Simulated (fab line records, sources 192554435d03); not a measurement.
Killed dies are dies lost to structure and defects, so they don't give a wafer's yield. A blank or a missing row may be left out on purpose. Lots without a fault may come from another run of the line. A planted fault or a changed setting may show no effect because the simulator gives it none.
fab line records | flow n5_finfet | part 1 of 2: steps 1 to 25 of 32
record lots=5 wafers=15 last_day=16
route steps=1938 shown TV_LITHO@1879 TV_OPEN@1887 PAD_METAL@1893 PASSIVATION@1897
lots that met no fault: from a run of the same line without faults
start_h: hours from the record's first day to the start of the lot's first wafer shown | wait_h: hours since the lot's step before | " the same as in the row above | L1.1+2: a row that stands for several wafers | - no value, or no start given | * or withheld: withheld | < > ~ a bound
route shown NAME@n: a module of which the file shows steps, and the number in the route of the first | usual: mean/standard deviation of fault-free wafers | same: alike in all rows | chamber/n: place in a boat | sites: the reading at each site | _std_site: their standard deviation | _edge_site: outer sites' mean less inner sites' | radius_mm: how far each site lies from the wafer's centre | mask NAME#n: copy n | behind: the tool/chamber that last shaped the wafer | hold: why the lot was held/for how many hours/how that ended | device: the transistor (n, p or np) that didn't switch | end of line: the same wafers' tests at the end of the route | a step without rows: its recipe alone | killed: dies lost to structure and defects at the first sort, not the wafer's yield | map: a wafer's dies, x killed, . not, _ none there
set.NAME: the setting as run; set.NAME@STEP: as run at that earlier step | model.NAME: the simulator's own value behind a step, which no gauge read
lots at some steps of the route; a table a step, a row a wafer
services: from which hour (start_h, from the record's first day; less than 0 if before it) a tool's chamber was out of use, for how many hours, and why
## steps
# step N5_PASSIVATION_EXPOSE_07
# recipe mask_id=TV na=0.55 source_shape=conventional sigma_outer=0.8 polarization=unpolarized defocus_nm=0 target_cd_nm=3000 dose_mj=22.75
# columns lot.wafer tool chamber start_h wait_h mask
L079.2+5+6 krf_scanner-02 0 309.08 - TV#0
L078.2+3+4 krf_scanner-01 0 314.85 - TV#0
L087.1+2+3 krf_scanner-02 0 342.91 - TV#0
L085.1+5+6 krf_scanner-01 0 343.55 - TV#0
L093.1+2+6 krf_scanner-01 0 368.36 - TV#0
# step N5_PASSIVATION_PEB_08
# recipe peb_temp_c=withheld peb_time_s=*
# columns lot.wafer tool chamber start_h wait_h
L079.2+5+6 litho_track-04 0 309.13 0.0
L078.2+3+4 litho_track-04 0 314.90 0.0
L087.1+2+3 litho_track-05 0 342.97 0.1
L085.1+5+6 litho_track-02 0 343.61 0.1
L093.1+2+6 litho_track-05 0 368.41 0.1
# step N5_PASSIVATION_DEVELOP_09
# recipe develop_time_s=60 rinse_liquid=diw dry=air_spin dev_temp_c=21
# columns lot.wafer tool chamber start_h wait_h
L079.2+5+6 litho_track-04 0 - -
L078.2+3+4 litho_track-04 0 - -
L087.1+2+3 litho_track-05 0 - -
L085.1+5+6 litho_track-02 0 - -
L093.1+2+6 litho_track-05 0 - -
# step N5_PASSIVATION_HARDBAKE_11
# recipe temp_c=130 time_s=120
# usual plate_temp_C=129.99/0.16
# columns lot.wafer tool chamber start_h wait_h plate_temp_C
L079.2 litho_track-04 0 - - 130.06
L079.5 " 0 " " 129.83
L079.6 " 0 " " 129.87
L078.2 litho_track-04 0 - - 129.79
L078.3 " 0 " " 129.96
L078.4 " 0 " " 129.93
L087.1 litho_track-05 0 - - 129.80
L087.2 " 0 " " 129.87
L087.3 " 0 " " 129.89
L085.1 litho_track-02 0 - - 129.98
L085.5 " 0 " " 129.93
L085.6 " 0 " " 129.74
L093.1 litho_track-05 0 - - 129.81
L093.2 " 0 " " 129.72
L093.6 " 0 " " 129.96
# step N5_PASSIVATION_CD_MEAS_10
# recipe target_cd_nm=3000 landing_energy_ev=500 detector=se_inlens
# usual cd_nm=2999.5/2.2
# same landing_energy_ev=500
# columns lot.wafer tool chamber start_h wait_h cd_nm
L079.2 cd_sem-01 0 309.25 - 2996.4
L079.5 " 0 " " 2996.3
L079.6 " 0 " " 2997.6
L078.2 cd_sem-02 0 315.02 - 2999.5
L078.3 " 0 " " 3002.2
L078.4 " 0 " " 3000.1
L087.1 cd_sem-02 0 343.09 - 2998.8
L087.2 " 0 " " 2999.8
L087.3 " 0 " " 2997.0
L085.1 cd_sem-01 0 343.73 - 3002.1
L085.5 " 0 " " 3000.0
L085.6 " 0 " " 3001.0
L093.1 cd_sem-02 0 368.53 - 3000.3
L093.2 " 0 " " 2998.6
L093.6 " 0 " " 2999.1
# step N5_PASSIVATION_OVL_MEAS_60
# recipe points_per_wafer=44
# usual TV_OVL=-6/5
# columns lot.wafer tool chamber start_h wait_h TV_OVL[nm]
L079.2 overlay-01 0 309.28 0.0 -5
L079.5 " 0 " " -4
L079.6 " 0 " " 1
L078.2 overlay-02 0 315.05 0.0 -15
L078.3 " 0 " " -12
L078.4 " 0 " " -6
L087.1 overlay-01 0 343.12 0.0 -1
L087.2 " 0 " " 1
L087.3 " 0 " " 0
L085.1 overlay-01 0 343.76 0.0 -5
L085.5 " 0 " " -9
L085.6 " 0 " " -6
L093.1 overlay-01 0 368.56 0.0 -1
L093.2 " 0 " " -2
L093.6 " 0 " " -8
# step N5_PASSIVATION_INSPECT_61
# recipe mode=adi inspect_instrument=macro
# usual raw_defect_count=2.2/1.4
# columns lot.wafer tool chamber start_h wait_h raw_defect_count
L079.2 defect_inspect-01 - 309.31 0.0 0
L079.5 " - " " 3
L079.6 " - " " 4
L078.2 defect_inspect-01 - 315.08 0.0 2
L078.3 " - " " 1
L078.4 " - " " 4
L087.1 defect_inspect-02 - 343.14 0.0 3
L087.2 " - " " 3
L087.3 " - " " 2
L085.1 defect_inspect-02 - 343.79 0.0 2
L085.5 " - " " 3
L085.6 " - " " 4
L093.1 defect_inspect-02 - 368.59 0.0 1
L093.2 " - " " 1
L093.6 " - " " 2
# step N5_PASSIVATION_DESCUM_12
# recipe chemistry=O2 time_s=7.9 source_power_w=50 bias_power_w=20 pressure_mtorr=20 rf_frequency_hz=2.712e+07 temp_c=40 o2_flow_sccm=225
# usual drypump_motor_current_A=5.5/0.49 oes_product_au=0.74/0.064 rf_vpp_V=243.4/1.6 showerhead_plenum_p_Torr=2.10/0.088 throttle_valve_pct=20.55/0.24
# columns lot.wafer tool chamber start_h wait_h drypump_motor_current_A oes_product_au rf_hours_counter_h rf_vpp_V showerhead_plenum_p_Torr throttle_valve_pct
L079.2 rie_diel-02 1 309.34 0.0 4.9 0.68 242 243.1 1.97 20.13
L079.5 " 0 " " 5.3 0.71 - 243.3 2.06 20.64
L079.6 " 1 " " 4.9 0.68 - 241.4 1.97 20.13
L078.2 rie_diel-02 0 315.55 0.5 5.3 0.71 211 243.2 2.06 20.63
L078.3 " 3 " " 5.6 0.81 96 243.3 2.18 20.33
L078.4 " 2 " " 6.1 0.75 152 241.4 1.92 20.84
L087.1 rie_diel-03 2 343.25 0.1 6.4 0.71 206 243.5 2.15 20.25
L087.2 " 3 " " 5.8 0.73 153 243.9 2.17 20.56
L087.3 " 0 " " 5.3 0.71 226 243.3 2.06 20.73
L085.1 rie_diel-03 2 344.30 0.5 6.4 0.71 207 244.4 2.15 20.25
L085.5 " 2 " " 6.4 0.70 - 245.5 2.15 20.24
L085.6 " 0 " " 5.3 0.70 - 241.6 2.06 20.73
L093.1 rie_diel-02 1 368.62 0.0 4.9 0.99 2 245.7 2.23 19.86
L093.2 " 0 " " 5.3 0.69 233 241.9 2.05 20.67
L093.6 " 2 " " 6.1 0.73 - 240.5 1.92 20.87
# step N5_PASSIVATION_PASS_ETCH_74
# recipe chemistry=CF4/O2 target=SiNx target_depth_a=2200 time_s=110 ion_energy_ev=100 pressure_mtorr=40 source_w=535 bias_w=49 Ar_flow_sccm=100 cf4_flow_sccm=100 O2_flow_sccm=10
# usual O2_flow_sccm=10.01/0.032 drypump_motor_current_A=5.5/0.49 oes_product_au=0.74/0.067 rf_vpp_V=240/4.8 showerhead_plenum_p_Torr=2.22/0.087 throttle_valve_pct=16.15/0.23
# columns lot.wafer tool chamber start_h wait_h O2_flow_sccm drypump_motor_current_A oes_product_au rf_hours_counter_h rf_vpp_V showerhead_plenum_p_Torr throttle_valve_pct
L079.2 rie_diel-02 1 309.41 0.0 9.98 4.9 0.68 242 240 2.09 15.82
L079.5 " 0 " " 10.02 5.3 0.70 - 239 2.18 16.28
L079.6 " 1 " " 10.00 4.9 0.69 - 240 2.09 15.81
L078.2 rie_diel-02 0 315.62 0.0 9.93 5.3 0.70 211 238 2.18 16.27
L078.3 " 3 " " 9.99 5.7 0.81 96 241 2.31 15.98
L078.4 " 2 " " 9.96 6.0 0.74 152 240 2.04 16.33
L087.1 rie_diel-03 2 343.32 0.0 10.07 6.5 0.70 206 248 2.27 15.94
L087.2 " 3 " " 9.99 5.8 0.72 153 249 2.29 16.10
L087.3 " 0 " " 10.00 5.3 0.71 226 233 2.19 16.44
L085.1 rie_diel-03 2 344.36 0.0 10.02 6.4 0.71 207 247 2.27 15.93
L085.5 " 2 " " 10.01 6.4 0.70 - 249 2.27 15.94
L085.6 " 0 " " 10.05 5.3 0.71 - 233 2.19 16.45
L093.1 rie_diel-02 1 368.69 0.0 9.99 4.9 1.00 2 244 2.35 15.37
L093.2 " 0 " " 10.02 5.3 0.68 233 239 2.18 16.32
L093.6 " 2 " " 9.98 6.1 0.73 - 239 2.03 16.40
# step N5_PASSIVATION_VIA_ETCH_13
# recipe chemistry=CHF3/O2 target=SiO2 target_depth_a=6600 CHF3_flow_sccm=50 O2_flow_sccm=5 Ar_flow_sccm=200 time_s=330 mask_material=PR pressure_mtorr=30 source_w=650 bias_w=170 ion_energy_ev=200 ends=cleared
# usual O2_flow_sccm=5.001/0.014 drypump_motor_current_A=5.5/0.49 etch_rf_on_time_s=236/4.1 oes_product_au=0.67/0.059 rf_vpp_V=521/10 showerhead_plenum_p_Torr=2.43/0.097 throttle_valve_pct=19.07/0.22
# columns lot.wafer tool chamber start_h wait_h O2_flow_sccm drypump_motor_current_A etch_rf_on_time_s oes_product_au rf_hours_counter_h rf_vpp_V showerhead_plenum_p_Torr throttle_valve_pct
L079.2 rie_diel-02 1 309.50 0.0 4.996 4.9 238 0.62 242 525 2.29 18.70
L079.5 " 0 " " 5.016 5.3 239 0.64 - 522 2.40 19.27
L079.6 " 1 " " 4.999 4.9 241 0.62 - 524 2.29 18.71
L078.2 rie_diel-02 0 315.71 0.0 5.005 5.3 230 0.64 211 523 2.40 19.27
L078.3 " 3 " " 4.984 5.7 232 0.74 96 524 2.54 18.99
L078.4 " 2 " " 5.005 6.1 234 0.67 152 520 2.22 19.29
L087.1 rie_diel-03 2 343.41 0.0 5.014 6.4 232 0.64 206 538 2.49 18.83
L087.2 " 3 " " 5.011 5.9 239 0.66 153 536 2.50 19.01
L087.3 " 0 " " 5.014 5.3 235 0.63 227 508 2.39 19.29
L085.1 rie_diel-03 2 344.46 0.0 4.994 6.4 234 0.64 207 539 2.49 18.82
L085.5 " 2 " " 5.007 6.4 238 0.63 - 537 2.49 18.81
L085.6 " 0 " " 5.006 5.3 233 0.64 - 509 2.39 19.29
L093.1 rie_diel-02 1 368.78 0.0 5.006 4.9 226 0.91 2 534 2.58 18.37
L093.2 " 0 " " 4.998 5.3 237 0.62 233 522 2.39 19.30
L093.6 " 2 " " 4.981 6.1 240 0.65 - 520 2.22 19.30
# step N5_PASSIVATION_STRIP_14
# recipe chemistry=O2 power_w=600 temp_c=60 pressure_mtorr=30 rf_frequency_hz=6e+07 bias_power_w=0 overash_fraction=0.5 o2_flow_sccm=225
# usual drypump_motor_current_A=5.5/0.49 oes_product_au=0.74/0.065 rf_vpp_V=3.7/0.88 showerhead_plenum_p_Torr=2.11/0.088 throttle_valve_pct=16.81/0.24
# columns lot.wafer tool chamber start_h wait_h drypump_motor_current_A oes_product_au rf_hours_counter_h rf_vpp_V showerhead_plenum_p_Torr throttle_valve_pct
L079.2 rie_diel-02 1 309.69 0.1 4.9 0.68 242 4.4 1.98 16.46
L079.5 " 0 " " 5.3 0.72 - 3.7 2.06 16.90
L079.6 " 1 " " 4.9 0.68 - 2.2 1.98 16.47
L078.2 rie_diel-02 0 315.90 0.1 5.3 0.70 211 3.9 2.06 16.90
L078.3 " 3 " " 5.6 0.80 96 3.3 2.19 16.57
L078.4 " 2 " " 6.1 0.74 152 2.8 1.93 17.05
L087.1 rie_diel-03 2 343.61 0.1 6.4 0.70 207 3.4 2.15 16.55
L087.2 " 3 " " 5.8 0.74 153 3.1 2.18 16.79
L087.3 " 0 " " 5.3 0.70 227 4.9 2.07 17.05
L085.1 rie_diel-03 2 344.65 0.1 6.4 0.69 207 4.4 2.15 16.56
L085.5 " 2 " " 6.4 0.71 - 5.0 2.15 16.55
L085.6 " 0 " " 5.3 0.71 - 2.7 2.07 17.02
L093.1 rie_diel-02 1 368.98 0.1 4.9 1.01 3 5.3 2.23 16.06
L093.2 " 0 " " 5.3 0.69 233 3.8 2.06 16.95
L093.6 " 2 " " 6.1 0.73 - 2.8 1.92 17.07
# step N5_PASSIVATION_ETCH_15
# recipe chemistry=CF4/N2 target=SiCN target_depth_a=750 taper_deg=2 time_s=81.2 ion_energy_ev=150 mask_material=SiNx pressure_mtorr=40 source_w=430 bias_w=70 Ar_flow_sccm=100 cf4_flow_sccm=60 n2_flow_sccm=60
# usual drypump_motor_current_A=5.5/0.49 oes_product_au=0.74/0.066 rf_vpp_V=382.6/2.4 showerhead_plenum_p_Torr=2.22/0.089 throttle_valve_pct=15.61/0.23
# columns lot.wafer tool chamber start_h wait_h drypump_motor_current_A oes_product_au rf_hours_counter_h rf_vpp_V showerhead_plenum_p_Torr throttle_valve_pct
L079.2 rie_diel-02 1 - - 4.9 0.69 242 378.7 2.09 15.28
L079.5 " 0 " " 5.3 0.71 - 382.8 2.19 15.78
L079.6 " 1 " " 4.9 0.69 - 379.9 2.09 15.28
L078.2 rie_diel-02 0 - - 5.3 0.71 211 382.3 2.19 15.79
L078.3 " 3 " " 5.6 0.81 96 383.6 2.31 15.43
L078.4 " 2 " " 6.1 0.74 152 378.5 2.03 15.79
L087.1 rie_diel-03 2 - - 6.4 0.71 207 383.9 2.27 15.41
L087.2 " 3 " " 5.9 0.72 153 384.3 2.29 15.58
L087.3 " 0 " " 5.3 0.71 227 382.5 2.19 15.87
L085.1 rie_diel-03 2 - - 6.4 0.70 207 385.1 2.27 15.40
L085.5 " 2 " " 6.5 0.70 - 384.5 2.27 15.40
L085.6 " 0 " " 5.3 0.70 - 381.4 2.18 15.88
L093.1 rie_diel-02 1 - - 4.9 1.01 3 385.5 2.35 14.84
L093.2 " 0 " " 5.3 0.69 233 380.9 2.19 15.84
L093.6 " 2 " " 6.1 0.73 - 378.7 2.02 15.82
# step N5_PASSIVATION_STRIP_73
# recipe chemistry=post_etch_residue_remover time_s=60 temp_c=25 remover_ph=withheld remover_water_wt_pct=withheld remover_fluoride_wt_pct=withheld
# columns lot.wafer tool chamber start_h wait_h
L079.2+5+6 wet_bench-05 1,4,2 309.85 -
L078.2+3+4 wet_bench-06 1,7,0 316.06 -
L087.1+2+3 wet_bench-05 5,2,4 343.76 -
L085.1+5+6 wet_bench-06 6,3,2 344.82 -
L093.1+2+6 wet_bench-03 0,5,6 369.14 -
# step N5_PASSIVATION_SRD_17
# recipe time_s=30 temp_c=23 rinse_liquid=diw dry=n2_spin spin_rpm=1500 dry_time_s=30
# columns lot.wafer tool chamber start_h wait_h
L079.2+5+6 wet_bench-05 1,4,2 309.87 0.0
L078.2+3+4 wet_bench-06 1,7,0 316.08 0.0
L087.1+2+3 wet_bench-05 5,2,4 343.78 0.0
L085.1+5+6 wet_bench-06 6,3,2 344.84 0.0
L093.1+2+6 wet_bench-03 0,5,6 369.16 0.0
# step N5_PASSIVATION_DEGAS_18
# recipe ambient=vacuum temp_c=300 time_s=60
# usual heater_power_w=492/33
# columns lot.wafer tool chamber start_h wait_h heater_power_w
L079.2 pvd_sputter-03 - 310.26 0.4 562
L079.5 " - " " 474
L079.6 " - " " 457
L078.2 pvd_sputter-03 - 316.22 0.1 556
L078.3 " - " " 461
L078.4 " - " " 450
L087.1 pvd_sputter-02 - 344.34 0.5 483
L087.2 " - " " 521
L087.3 " - " " 478
L085.1 pvd_sputter-01 - 345.29 0.4 448
L085.5 " - " " 459
L085.6 " - " " 461
L093.1 pvd_sputter-03 - 369.48 0.3 452
L093.2 " - " " 447
L093.6 " - " " 489
# step N5_PASSIVATION_PRE_CLEAN_19
# recipe gas=H2/He time_s=* temp_c=*
# usual heater_power_w=491/33
# columns lot.wafer tool chamber start_h wait_h heater_power_w
L079.2 pvd_sputter-03 - 310.30 0.0 547
L079.5 " - " " 484
L079.6 " - " " 453
L078.2 pvd_sputter-03 - 316.26 0.0 559
L078.3 " - " " 460
L078.4 " - " " 454
L087.1 pvd_sputter-02 - 344.38 0.0 487
L087.2 " - " " 521
L087.3 " - " " 496
L085.1 pvd_sputter-01 - 345.33 0.0 459
L085.5 " - " " 452
L085.6 " - " " 451
L093.1 pvd_sputter-03 - 369.52 0.0 451
L093.2 " - " " 466
L093.6 " - " " 474
# step N5_PASSIVATION_SPUTTER_20
# recipe material=TaN target_thk_a=500 temp_c=25 chamber_pressure_pa=0.4
# usual throttle_valve_pct=30.2/1
# columns lot.wafer tool chamber start_h wait_h throttle_valve_pct
L079.2 pvd_sputter-03 - 310.34 0.0 28.9
L079.5 " - " " 30.3
L079.6 " - " " 31.3
L078.2 pvd_sputter-03 - 316.30 0.0 28.9
L078.3 " - " " 28.8
L078.4 " - " " 31.3
L087.1 pvd_sputter-02 - 344.42 0.0 30.4
L087.2 " - " " 29.5
L087.3 " - " " 30.9
L085.1 pvd_sputter-01 - 345.37 0.0 31.6
L085.5 " - " " 31.5
L085.6 " - " " 30.4
L093.1 pvd_sputter-03 - 369.56 0.0 31.2
L093.2 " - " " 28.7
L093.6 " - " " 30.5
# step N5_PASSIVATION_AL_DEP_21
# recipe material=Al target_thk_a=28000 temp_c=400 time_s=170 power_w=30000 chamber_pressure_pa=0.4 gas=Ar
# usual throttle_valve_pct=30.2/1
# columns lot.wafer tool chamber start_h wait_h throttle_valve_pct
L079.2 pvd_sputter-03 - 310.44 0.1 29.0
L079.5 " - " " 30.5
L079.6 " - " " 31.3
L078.2 pvd_sputter-03 - 316.40 0.1 28.9
L078.3 " - " " 28.6
L078.4 " - " " 31.1
L087.1 pvd_sputter-02 - 344.52 0.1 30.2
L087.2 " - " " 29.8
L087.3 " - " " 30.9
L085.1 pvd_sputter-01 - 345.47 0.1 31.4
L085.5 " - " " 31.4
L085.6 " - " " 30.4
L093.1 pvd_sputter-03 - 369.66 0.1 31.0
L093.2 " - " " 28.5
L093.6 " - " " 30.5
# step N5_PASSIVATION_HMDS_23
# recipe time_s=60 temp_c=120
# usual plate_temp_C=119.99/0.13
# columns lot.wafer tool chamber start_h wait_h plate_temp_C
L079.2 litho_track-04 0 310.63 0.1 120.11
L079.5 " 0 " " 119.89
L079.6 " 0 " " 120.18
L078.2 litho_track-01 0 316.59 0.1 119.81
L078.3 " 0 " " 119.89
L078.4 " 0 " " 120.00
L087.1 litho_track-03 0 344.71 0.1 119.74
L087.2 " 0 " " 119.76
L087.3 " 0 " " 119.82
L085.1 litho_track-03 0 345.66 0.1 119.88
L085.5 " 0 " " 119.98
L085.6 " 0 " " 119.92
L093.1 litho_track-01 0 369.85 0.1 119.97
L093.2 " 0 " " 119.92
L093.6 " 0 " " 120.00
# step N5_PASSIVATION_COAT_24
# recipe spin_rpm=3000 resist_thk_nm=withheld
# columns lot.wafer tool chamber start_h wait_h
L079.2+5+6 litho_track-04 0 - -
L078.2+3+4 litho_track-01 0 - -
L087.1+2+3 litho_track-03 0 - -
L085.1+5+6 litho_track-03 0 - -
L093.1+2+6 litho_track-01 0 - -
# step N5_PASSIVATION_EBR_26
# recipe solvent=PGMEA ebr_width_mm=1.5
# columns lot.wafer tool chamber start_h wait_h
L079.2+5+6 litho_track-04 0 - -
L078.2+3+4 litho_track-01 0 - -
L087.1+2+3 litho_track-03 0 - -
L085.1+5+6 litho_track-03 0 - -
L093.1+2+6 litho_track-01 0 - -
# step N5_PASSIVATION_SOFTBAKE_25
# recipe temp_c=100 time_s=90
# usual plate_temp_C=99.98/0.11
# columns lot.wafer tool chamber start_h wait_h plate_temp_C
L079.2 litho_track-04 0 - - 99.96
L079.5 " 0 " " 100.04
L079.6 " 0 " " 100.01
L078.2 litho_track-01 0 - - 100.01
L078.3 " 0 " " 99.93
L078.4 " 0 " " 100.13
L087.1 litho_track-03 0 - - 100.08
L087.2 " 0 " " 100.09
L087.3 " 0 " " 100.04
L085.1 litho_track-03 0 - - 99.96
L085.5 " 0 " " 99.91
L085.6 " 0 " " 100.03
L093.1 litho_track-01 0 - - 99.87
L093.2 " 0 " " 100.05
L093.6 " 0 " " 100.15
# step N5_PASSIVATION_EXPOSE_27
# recipe mask_id=PAD na=0.55 source_shape=conventional sigma_outer=0.8 polarization=unpolarized defocus_nm=0 dose_mj=32.3
# columns lot.wafer tool chamber start_h wait_h mask
L079.2+5+6 krf_scanner-02 0 310.87 - PAD#0
L078.2+3+4 krf_scanner-02 0 316.83 - PAD#0
L087.1+2+3 krf_scanner-02 0 344.81 - PAD#0
L085.1+5+6 krf_scanner-02 0 345.77 - PAD#0
L093.1+2+6 krf_scanner-01 0 369.96 - PAD#0
# step N5_PASSIVATION_PEB_28
# recipe peb_temp_c=withheld peb_time_s=*
# columns lot.wafer tool chamber start_h wait_h
L079.2+5+6 litho_track-04 0 310.92 0.0
L078.2+3+4 litho_track-03 0 316.88 0.0
L087.1+2+3 litho_track-01 0 344.87 0.1
L085.1+5+6 litho_track-03 0 345.82 0.1
L093.1+2+6 litho_track-01 0 370.01 0.1
# step N5_PASSIVATION_DEVELOP_29
# recipe develop_time_s=60 rinse_liquid=diw dry=air_spin dev_temp_c=21
# columns lot.wafer tool chamber start_h wait_h
L079.2+5+6 litho_track-04 0 - -
L078.2+3+4 litho_track-03 0 - -
L087.1+2+3 litho_track-01 0 - -
L085.1+5+6 litho_track-03 0 - -
L093.1+2+6 litho_track-01 0 - -
